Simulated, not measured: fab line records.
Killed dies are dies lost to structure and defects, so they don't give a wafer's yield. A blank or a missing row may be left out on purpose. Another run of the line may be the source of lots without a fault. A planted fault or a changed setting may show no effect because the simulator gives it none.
Split-lot trial	flow n5_finfet	39 wafers read from 7 lots, route of 1938 steps

ABOUT THE SPLIT
At N5_BEOL_M7_ILD_DEP_00 (deposits SiCOH lowk from DEMS/porogen, target thk 179.75 nm, time 33.4 s), the setting time_s was moved away from the recipe's 33.4 s on 9 of the 39 wafers read, by -44.4% to -23.8%. All remaining wafers had this setting at the recipe value.

BETWEEN THE SPLIT AND THE READING: the file shows 1 step in between
- N5_BEOL_M7_CURE_74: cures SiCOH lowk, time 240 s

THE READING
M7_ILD_THK (nm), taken at N5_BEOL_M7_THK_MEAS_01. Fault-free wafers of this fab line usually give 155.0 nm, standard deviation 1.8 nm.

wafer	tool, chamber at the split	time_s as run, s	against the recipe	M7_ILD_THK, nm	against lot-mates on the recipe
L075.1	pecvd-03, 1	33.4	recipe	155.7	-
L075.2	pecvd-03, 2	25.44	-23.8%	117.5	-38.9
L075.3	pecvd-03, 0	25.44	-23.8%	117.6	-38.8
L075.4	pecvd-03, 1	33.4	recipe	156.4	-
L075.5	pecvd-03, 0	25.44	-23.8%	120.1	-36.3
L075.6	pecvd-03, 2	33.4	recipe	157.1	-
L079.1	pecvd-02, 0	33.4	recipe	150.6	-
L079.2	pecvd-02, 1	33.4	recipe	153.2	-
L079.3	pecvd-02, 2	33.4	recipe	153.7	-
L079.4	pecvd-02, 0	33.4	recipe	154.9	-
L079.5	pecvd-02, 2	33.4	recipe	156.1	-
L079.6	pecvd-02, 1	33.4	recipe	154.5	-
L085.1	pecvd-04, 1	33.4	recipe	153.4	-
L085.2	pecvd-04, 2	18.56	-44.4%	85.0	-69.3
L085.3	pecvd-04, 0	18.56	-44.4%	86.1	-68.2
L085.4	pecvd-04, 2	33.4	recipe	153.4	-
L085.5	pecvd-04, 1	33.4	recipe	156.0	-
L085.6	pecvd-04, 0	18.56	-44.4%	87.6	-66.7
L087.1	pecvd-02, 0	33.4	recipe	154.2	-
L087.2	pecvd-02, 2	33.4	recipe	155.4	-
L087.3	pecvd-02, 1	33.4	recipe	153.8	-
L087.4	pecvd-02, 1	33.4	recipe	154.9	-
L087.5	pecvd-02, 2	33.4	recipe	155.7	-
L087.6	pecvd-02, 0	33.4	recipe	156.0	-
L090.1	pecvd-02, 0	33.4	recipe	152.9	-
L090.2	pecvd-02, 1	33.4	recipe	154.7	-
L090.3	pecvd-02, 2	33.4	recipe	154.2	-
L090.4	pecvd-02, 2	33.4	recipe	156.3	-
L090.5	pecvd-02, 1	33.4	recipe	156.3	-
L090.6	pecvd-02, 0	33.4	recipe	155.0	-
L095.1	pecvd-02, 1	22.97	-31.2%	106.1	-48.4
L095.2	pecvd-02, 0	33.4	recipe	153.8	-
L095.3	pecvd-02, 2	33.4	recipe	155.1	-
L095.4	pecvd-02, 1	22.97	-31.2%	109.1	-45.4
L095.5	pecvd-02, 0	22.97	-31.2%	107.4	-47.1
L095.6	pecvd-02, 2	33.4	recipe	154.6	-
L097.1	pecvd-02, 1	33.4	recipe	153.5	-
L097.3	pecvd-02, 0	33.4	recipe	154.4	-
L097.6	pecvd-02, 0	33.4	recipe	155.2	-

FIT RESULTS
A straight line over all 39 wafers: M7_ILD_THK changes by +1.53 nm for each +1% of time_s; r = +1.00; the points scatter about the line by 1.3 nm.
The same after taking each lot's own level away (the mean of its wafers on the recipe; 39 wafers): +1.53 nm for each +1%; r = +1.00; scatter 1.3 nm.
The reading moves by 68 nm for the largest change in time_s, on that fit.
The span of the lots' own levels, 153.83 to 156.40 nm, comes to 1.4 times the standard deviation stated above.
Consequently the slope shifts little with the lot-to-lot level, the two slopes agreeing.
Check: -67.9 nm against its lot-mates is what the line predicts for one of the wafers moved furthest among these (-44.4%) when that wafer is left out of the fit. Against them it came out at -69.3 nm.

THESE WAFERS: OTHER SPLITS
These wafers also went through other splits before the reading. Each is held against what the fit with the lots' levels taken away leaves over:
other split on the same wafers	wafers away from the commonest value	r with M7_ILD_THK (lot level and that fit taken away)
N5_SPACER0_ALD_00 ald_cycles	15	-0.03
N5_SD_EPI_N_EPI_21 time_s	15	+0.23
N5_MOL_CONTACT_COAG_ALD_27 ald_cycles	9	+0.09
N5_MOL_CONTACT_COAG_ALD_133 ald_cycles	15	-0.32
N5_BEOL_M2_TRENCH_ETCH_37 target_depth_a	12	-0.24

THE WHOLE CHAIN: every reading that the file lists as answering this split, in the file's order
step	what it does	reading	change (the file's fit)	r (the file's)
N5_BEOL_M7_ILD_DEP_00	deposits SiCOH lowk from DEMS/porogen, target thk 179.75 nm, time 33.4 s	SiCOH_lowk_of_BEOL_M7_ILD_DEP_00.thk_nm (the simulator's own value, which no gauge read)	+1.77 nm for each +1% of the setting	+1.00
N5_BEOL_M7_CURE_74	cures SiCOH lowk, time 240 s	SiCOH_lowk_of_BEOL_M7_ILD_DEP_00.thk_nm (the simulator's own value, which no gauge read)	+1.53 nm for each +1% of the setting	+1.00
N5_BEOL_M7_THK_MEAS_01		M7_ILD_THK	+1.53 for each +1% of the setting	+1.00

THE FILE'S OWN FIT
M7_ILD_THK changes by +1.53 nm for each +1% of time_s, r = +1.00.
